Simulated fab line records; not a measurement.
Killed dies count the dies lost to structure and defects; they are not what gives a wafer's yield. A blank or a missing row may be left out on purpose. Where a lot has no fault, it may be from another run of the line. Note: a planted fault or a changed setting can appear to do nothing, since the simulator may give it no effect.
Matching of chambers :: flow nand-harc :: NHARC_A_STAIRCASE_DESCUM_252 on rie-diel-01: 3 sister chambers
The step chemistry O2, time 3 s. 16 wafers are shown with their chamber, then 8 later ones without.

EACH WAFER AND ITS CHAMBER
wafer: L074.4
chamber: 2
showerhead-plenum-p-Torr (Torr): 2.06
drypump-motor-current-A (A): 5.7
rf-vpp-V (V): 59.6

wafer: L074.5
chamber: 3
showerhead-plenum-p-Torr (Torr): 1.81
drypump-motor-current-A (A): 5.8
rf-vpp-V (V): 57.4

wafer: L074.6
chamber: 2
showerhead-plenum-p-Torr (Torr): 2.06
drypump-motor-current-A (A): 5.7
rf-vpp-V (V): 58.4

wafer: L076.2
chamber: 2
showerhead-plenum-p-Torr (Torr): 2.06
drypump-motor-current-A (A): 5.8
rf-vpp-V (V): 58.4

wafer: L076.4
chamber: 2
showerhead-plenum-p-Torr (Torr): 2.06
drypump-motor-current-A (A): 5.7
rf-vpp-V (V): 58.5

wafer: L076.5
chamber: 1
showerhead-plenum-p-Torr (Torr): 1.92
drypump-motor-current-A (A): 5.4
rf-vpp-V (V): 57.6

wafer: L075.2
chamber: 2
showerhead-plenum-p-Torr (Torr): 2.06
drypump-motor-current-A (A): 5.8
rf-vpp-V (V): 58.6

wafer: L075.3
chamber: 3
showerhead-plenum-p-Torr (Torr): 1.81
drypump-motor-current-A (A): 5.8
rf-vpp-V (V): 55.8

wafer: L075.5
chamber: 3
showerhead-plenum-p-Torr (Torr): 1.81
drypump-motor-current-A (A): 5.9
rf-vpp-V (V): 56.0

wafer: L082.1
chamber: 3
showerhead-plenum-p-Torr (Torr): 1.81
drypump-motor-current-A (A): 5.9
rf-vpp-V (V): 58.0

wafer: L082.3
chamber: 2
showerhead-plenum-p-Torr (Torr): 2.05
drypump-motor-current-A (A): 5.8
rf-vpp-V (V): 58.3

wafer: L082.6
chamber: 2
showerhead-plenum-p-Torr (Torr): 2.05
drypump-motor-current-A (A): 5.8
rf-vpp-V (V): 58.0

wafer: L083.1
chamber: 3
showerhead-plenum-p-Torr (Torr): 1.81
drypump-motor-current-A (A): 5.8
rf-vpp-V (V): 58.2

wafer: L083.4
chamber: 1
showerhead-plenum-p-Torr (Torr): 1.91
drypump-motor-current-A (A): 5.5
rf-vpp-V (V): 58.4

wafer: L083.6
chamber: 3
showerhead-plenum-p-Torr (Torr): 1.81
drypump-motor-current-A (A): 5.9
rf-vpp-V (V): 56.6

wafer: L087.2
chamber: 1
showerhead-plenum-p-Torr (Torr): 1.90
drypump-motor-current-A (A): 5.4
rf-vpp-V (V): 57.7

SIGNATURES (means of the wafers above)
reading: showerhead-plenum-p-Torr
chamber 1: 1.9100
chamber 2: 2.0571
chamber 3: 1.8100
scatter within a chamber: 0.00514

reading: drypump-motor-current-A
chamber 1: 5.433
chamber 2: 5.757
chamber 3: 5.850
scatter within a chamber: 0.0546

reading: rf-vpp-V
chamber 1: 57.900
chamber 2: 58.543
chamber 3: 57.000
scatter within a chamber: 0.739
Rule: distance of a wafer from a chamber = root of the sum over the readings of ((wafer's reading minus chamber's mean) / reading's scatter) squared. If the next closest chamber is less than 2 further off than the closest, the wafer can't be placed; otherwise it belongs to the closest. The scatter: the root of (the sum of the squares of (reading less its chamber's mean) over the shown wafers, divided by (wafers less chambers)).

WAFERS WITH NO CHAMBER GIVEN
wafer: L087.5
showerhead-plenum-p-Torr (Torr): 1.90
drypump-motor-current-A (A): 5.5
rf-vpp-V (V): 57.1

wafer: L087.6
showerhead-plenum-p-Torr (Torr): 1.80
drypump-motor-current-A (A): 5.9
rf-vpp-V (V): 58.6

wafer: L090.3
showerhead-plenum-p-Torr (Torr): 1.90
drypump-motor-current-A (A): 5.4
rf-vpp-V (V): 57.5

wafer: L090.4
showerhead-plenum-p-Torr (Torr): 2.04
drypump-motor-current-A (A): 5.7
rf-vpp-V (V): 57.9

wafer: L090.6
showerhead-plenum-p-Torr (Torr): 1.80
drypump-motor-current-A (A): 5.8
rf-vpp-V (V): 57.1

wafer: L091.3
showerhead-plenum-p-Torr (Torr): 1.80
drypump-motor-current-A (A): 5.8
rf-vpp-V (V): 57.6

wafer: L091.4
showerhead-plenum-p-Torr (Torr): 2.04
drypump-motor-current-A (A): 5.7
rf-vpp-V (V): 59.1

wafer: L091.6
showerhead-plenum-p-Torr (Torr): 2.04
drypump-motor-current-A (A): 5.7
rf-vpp-V (V): 57.6

EACH ONE'S CHAMBER
wafer: L087.5
from the rows above: 1
in truth: 1

wafer: L087.6
from the rows above: 3
in truth: 3

wafer: L090.3
from the rows above: 1
in truth: 1

wafer: L090.4
from the rows above: 2
in truth: 2

wafer: L090.6
from the rows above: 3
in truth: 3

wafer: L091.3
from the rows above: 3
in truth: 3

wafer: L091.4
from the rows above: 2
in truth: 2

wafer: L091.6
from the rows above: 2
in truth: 2
Placed correctly: 8 of 8. From these rows, 0 cannot be placed. 0 placed wrongly.
